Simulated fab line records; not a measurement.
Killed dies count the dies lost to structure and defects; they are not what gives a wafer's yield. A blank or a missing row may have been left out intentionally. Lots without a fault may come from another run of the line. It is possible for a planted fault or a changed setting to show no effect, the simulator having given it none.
Chamber matching -- flow n5Finfet -- 4 sister chambers for N5_BEOL_M5_ETCH_67 on rieDiel-02
The step etches SiARC in CF4, target depth 15.6 nm, time 26 s. 4 wafers are shown with their chamber, then 10 later ones without.

## EACH WAFER AND ITS CHAMBER
wafer,chamber,throttleValvePct (%)
L087.1,3,16.03
L087.3,2,15.89
L091.3,1,15.25
L091.5,0,15.29

## WAFERS WITHOUT THEIR CHAMBER
wafer,throttleValvePct (%)
L091.6,16.06
L094.1,15.27
L094.5,15.92
L094.6,15.24
L092.2,15.91
L092.3,15.30
L092.6,15.31
L096.1,15.29
L096.2,15.29
L096.5,15.31

## WHICH CHAMBER EACH WENT THROUGH
wafer,from the rows above,in truth
L091.6,3,3
L094.1,can't be placed: 0 or 1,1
L094.5,2,2
L094.6,1,1
L092.2,2,2
L092.3,0,0
L092.6,0,0
L096.1,0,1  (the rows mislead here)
L096.2,0,0
L096.5,0,0
8 of 10 placed correctly. These rows do not allow placing 1 (true chamber among the candidates in 1). 1 placed wrongly.
How it was worked out, from the rows above alone: a wafer's distance from a chamber is the root of the sum, over the readings, of the square of ((its reading less the chamber's mean) divided by the reading's scatter). The wafer belongs to the nearest chamber; if the next one is less than 2 further off, it can't be placed. Each chamber's mean is taken over the wafers shown for it. The scatter: root of mean squared gap, hidden wafer to nearest shown wafer, with one shown wafer a chamber.
